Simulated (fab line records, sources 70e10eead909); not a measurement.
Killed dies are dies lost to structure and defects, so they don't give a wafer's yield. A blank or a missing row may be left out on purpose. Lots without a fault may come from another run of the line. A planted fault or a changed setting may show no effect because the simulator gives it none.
Chamber matching | flow nand_harc | NHARC_A_M1_CMP_23 on cmp-04: 4 sister chambers
The step polishes, t overpolish 20 s, target thk 154.34 nm. 8 wafers are shown with their chamber, then 11 later ones without.

WAFERS WITH THEIR CHAMBER
wafer  | chamber | motor_current_A (A) | time_to_endpoint_s (s)
L081.2 | 3       | 10.9                | 29.5
L086.2 | 0       | 11.9                | 29.9
L086.5 | 2       | 11.2                | 31.1
L086.6 | 1       | 13.3                | 27.4
L088.2 | 0       | 11.6                | 26.7
L088.5 | 3       | 11.3                | 26.2
L088.6 | 2       | 12.1                | 31.6
L089.1 | 1       | 12.6                | 26.8

WAFERS WITHOUT THEIR CHAMBER
wafer  | motor_current_A (A) | time_to_endpoint_s (s)
L089.2 | 12.0                | 27.3
L089.4 | 11.6                | 26.5
L090.1 | 12.0                | 29.8
L090.2 | 11.8                | 27.8
L090.4 | 12.6                | 29.5
L093.4 | 12.3                | 28.8
L093.5 | 11.8                | 32.5
L093.6 | 11.4                | 28.3
L094.1 | 11.7                | 29.8
L094.2 | 11.9                | 27.6
L094.4 | 12.9                | 28.7

WHICH CHAMBER EACH WENT THROUGH
wafer  | from the rows above               | in truth
L089.2 | can't be placed: 0 or 3 or 1 or 2 | 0
L089.4 | can't be placed: 0 or 3 or 2 or 1 | 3
L090.1 | can't be placed: 0 or 2 or 3 or 1 | 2
L090.2 | can't be placed: 0 or 3 or 2      | 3
L090.4 | can't be placed: 1 or 0 or 2 or 3 | 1
L093.4 | can't be placed: 0 or 1 or 2 or 3 | 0
L093.5 | can't be placed: 2 or 0           | 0
L093.6 | can't be placed: 3 or 0 or 2      | 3
L094.1 | can't be placed: 0 or 2 or 3      | 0
L094.2 | can't be placed: 0 or 3 or 2 or 1 | 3
L094.4 | can't be placed: 1 or 0           | 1
Placed correctly: 0 of 11. Can't be placed from these rows: 11 (the true chamber is among the candidates in 11). Placed wrongly: 0.
How it was worked out, from the rows above alone: a wafer's distance from a chamber is the root of the sum, over the readings, of the square of ((its reading less the chamber's mean) divided by the reading's scatter). The wafer belongs to the nearest chamber; if the next one is less than 2 further off, it can't be placed. A chamber's mean is the mean of its shown wafers. The scatter: the root of (the sum of the squares of (reading less its chamber's mean) over the shown wafers, divided by (wafers less chambers)).
